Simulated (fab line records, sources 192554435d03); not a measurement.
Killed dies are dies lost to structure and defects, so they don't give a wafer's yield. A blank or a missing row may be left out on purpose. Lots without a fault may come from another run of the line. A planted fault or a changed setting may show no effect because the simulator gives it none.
Which tool did it? | flow n5_finfet | 24 lots, 72 wafers sampled, at 3 steps of a route of 1938

WHAT THE GAUGES READ, wafer by wafer
N5_BEOL_M12_INSPECT_55: inspects for defects (darkfield). Usual: raw_defect_count 69, standard deviation 23.
lot  | measured     | on                | raw_defect_count | flag
L074 | day 10 17:50 | defect_inspect-02 | 52 50 45         |
L075 | day 11 01:28 | defect_inspect-01 | 77 45 80         |
L077 | day 11 10:04 | defect_inspect-02 | 109 90 73        |
L078 | day 11 13:04 | defect_inspect-02 | 70 70 83         |
L079 | day 12 01:16 | defect_inspect-01 | 87 112 101       |
L080 | day 12 08:20 | defect_inspect-01 | 63 96 76         |
L082 | day 12 20:04 | defect_inspect-01 | 129 89 91        |
L081 | day 12 22:01 | defect_inspect-02 | 95 70 57         |
L083 | day 13 17:10 | defect_inspect-01 | 60 64 71         |
L084 | day 13 21:24 | defect_inspect-02 | 149 106 106      |
L086 | day 13 22:19 | defect_inspect-01 | 54 28 55         |
L085 | day 14 03:37 | defect_inspect-01 | 66 52 53         |
L087 | day 14 07:04 | defect_inspect-02 | 58 80 40         |
L089 | day 14 13:04 | defect_inspect-02 | 71 96 51         |
L088 | day 14 17:58 | defect_inspect-02 | 86 55 73         |
L090 | day 14 21:01 | defect_inspect-01 | 75 58 58         |
L091 | day 15 11:31 | defect_inspect-02 | 33 57 33         |
L092 | day 15 11:47 | defect_inspect-02 | 67 36 47         |
L093 | day 15 13:57 | defect_inspect-02 | 67 39 72         |
L094 | day 16 17:17 | defect_inspect-02 | 49 63 65         |
L076 | day 16 20:53 | defect_inspect-01 | 48 66 54         |
L095 | day 17 01:32 | defect_inspect-01 | 62 58 94         |
L097 | day 17 14:49 | defect_inspect-02 | 65 81 52         |
L096 | day 18 09:43 | defect_inspect-02 | 71 38 55         |

WHICH TOOL RAN EACH LOT (tool, then ch and the chambers of the sampled wafers, then the start)
lot  | N5_BEOL_M12_SPUTTER_44       | N5_BEOL_M12_ANNEAL_48
L074 | pvd_sputter-01, day 10 16:35 | rtp_anneal-02 ch 0, day 10 17:05
L075 | pvd_sputter-02, day 11 00:21 | rtp_anneal-02 ch 0, day 11 00:44
L077 | pvd_sputter-02, day 11 08:58 | rtp_anneal-01 ch 0, day 11 09:19
L078 | pvd_sputter-03, day 11 11:59 | rtp_anneal-01 ch 0, day 11 12:19
L079 | pvd_sputter-03, day 12 00:05 | rtp_anneal-02 ch 0, day 12 00:31
L080 | pvd_sputter-01, day 12 07:13 | rtp_anneal-01 ch 0, day 12 07:36
L082 | pvd_sputter-02, day 12 18:26 | rtp_anneal-02 ch 0, day 12 19:16
L081 | pvd_sputter-01, day 12 20:55 | rtp_anneal-01 ch 0, day 12 21:22
L083 | pvd_sputter-03, day 13 16:04 | rtp_anneal-02 ch 0, day 13 16:28
L084 | pvd_sputter-03, day 13 20:19 | rtp_anneal-02 ch 0, day 13 20:40
L086 | pvd_sputter-03, day 13 20:52 | rtp_anneal-02 ch 0, day 13 21:34
L085 | pvd_sputter-01, day 14 02:31 | rtp_anneal-02 ch 0, day 14 02:55
L087 | pvd_sputter-03, day 14 05:59 | rtp_anneal-01 ch 0, day 14 06:19
L089 | pvd_sputter-02, day 14 11:59 | rtp_anneal-02 ch 0, day 14 12:19
L088 | pvd_sputter-03, day 14 16:53 | rtp_anneal-01 ch 0, day 14 17:14
L090 | pvd_sputter-03, day 14 19:55 | rtp_anneal-01 ch 0, day 14 20:16
L091 | pvd_sputter-03, day 15 09:55 | rtp_anneal-02 ch 0, day 15 10:47
L092 | pvd_sputter-01, day 15 10:12 | rtp_anneal-01 ch 0, day 15 11:05
L093 | pvd_sputter-03, day 15 12:51 | rtp_anneal-02 ch 0, day 15 13:15
L094 | pvd_sputter-01, day 16 15:22 | rtp_anneal-01 ch 0, day 16 16:40
L076 | pvd_sputter-03, day 16 19:49 | rtp_anneal-01 ch 0, day 16 20:12
L095 | pvd_sputter-02, day 17 00:20 | rtp_anneal-01 ch 0, day 17 00:45
L097 | pvd_sputter-03, day 17 13:25 | rtp_anneal-02 ch 0, day 17 13:46
L096 | pvd_sputter-03, day 18 08:37 | rtp_anneal-01 ch 0, day 18 08:58
- N5_BEOL_M12_SPUTTER_44: material Ta, target thk 10 nm, time 16.13 s.
- N5_BEOL_M12_ANNEAL_48: time 90 s.

WHAT THE TOOLS THEMSELVES READ (means of the sampled wafers that have a number; where no wafer has one, the mark that the record gives instead)
N5_BEOL_M12_SPUTTER_44. Usual: throttle_valve_pct 29.3 %, standard deviation 1.3.
lot  | tool           | throttle_valve_pct (%) | flag
L074 | pvd_sputter-01 | 28.9                   |
L075 | pvd_sputter-02 | 31.0                   |
L077 | pvd_sputter-02 | 29.8                   |
L078 | pvd_sputter-03 | 29.1                   |
L079 | pvd_sputter-03 | 28.8                   |
L080 | pvd_sputter-01 | 28.8                   |
L082 | pvd_sputter-02 | 30.2                   |
L081 | pvd_sputter-01 | 30.1                   |
L083 | pvd_sputter-03 | 29.1                   |
L084 | pvd_sputter-03 | 28.1                   |
L086 | pvd_sputter-03 | 28.2                   |
L085 | pvd_sputter-01 | 30.9                   |
L087 | pvd_sputter-03 | 28.3                   |
L089 | pvd_sputter-02 | 31.0                   |
L088 | pvd_sputter-03 | 27.6                   |
L090 | pvd_sputter-03 | 28.3                   |
L091 | pvd_sputter-03 | 29.0                   |
L092 | pvd_sputter-01 | 30.1                   |
L093 | pvd_sputter-03 | 29.0                   |
L094 | pvd_sputter-01 | 29.3                   |
L076 | pvd_sputter-03 | 28.8                   |
L095 | pvd_sputter-02 | 30.3                   |
L097 | pvd_sputter-03 | 29.4                   |
L096 | pvd_sputter-03 | 29.2                   |

N5_BEOL_M12_ANNEAL_48. Usual: wafer_temp_C_max 225.9, standard deviation 0.3.
lot  | tool          | wafer_temp_C_max | flag
L074 | rtp_anneal-02 | 225.6            |
L075 | rtp_anneal-02 | 225.6            |
L077 | rtp_anneal-01 | 226.1            |
L078 | rtp_anneal-01 | 226.0            |
L079 | rtp_anneal-02 | 225.7            |
L080 | rtp_anneal-01 | 226.0            |
L082 | rtp_anneal-02 | 225.5            |
L081 | rtp_anneal-01 | 226.3            |
L083 | rtp_anneal-02 | 225.7            |
L084 | rtp_anneal-02 | 225.8            |
L086 | rtp_anneal-02 | 225.7            |
L085 | rtp_anneal-02 | 225.8            |
L087 | rtp_anneal-01 | 226.4            |
L089 | rtp_anneal-02 | 225.6            |
L088 | rtp_anneal-01 | 226.4            |
L090 | rtp_anneal-01 | 226.0            |
L091 | rtp_anneal-02 | 225.9            |
L092 | rtp_anneal-01 | 226.0            |
L093 | rtp_anneal-02 | 225.6            |
L094 | rtp_anneal-01 | 226.2            |
L076 | rtp_anneal-01 | 226.2            |
L095 | rtp_anneal-01 | 225.8            |
L097 | rtp_anneal-02 | 225.7            |
L096 | rtp_anneal-01 | 226.1            |

THE ANSWER, worked out from the rows above alone
Rule: a lot is off if the mean of its wafers that have a number lies more than 3 standard deviations from the usual mean. A lot without any number at a reading at which 4 lots or more have one is off too. The other lots that the step has rows for count as sound. The gauges are gone through in route order, then the tools' own readings, and for those a lot's mean is taken as printed above. The first step at which some lot is off is used, and at that step the reading that is off furthest; a lot without a number counts as furthest.
No lot is off at any reading shown: from this, nothing can be told.

WHAT THE SIMULATOR HAD PUT IN
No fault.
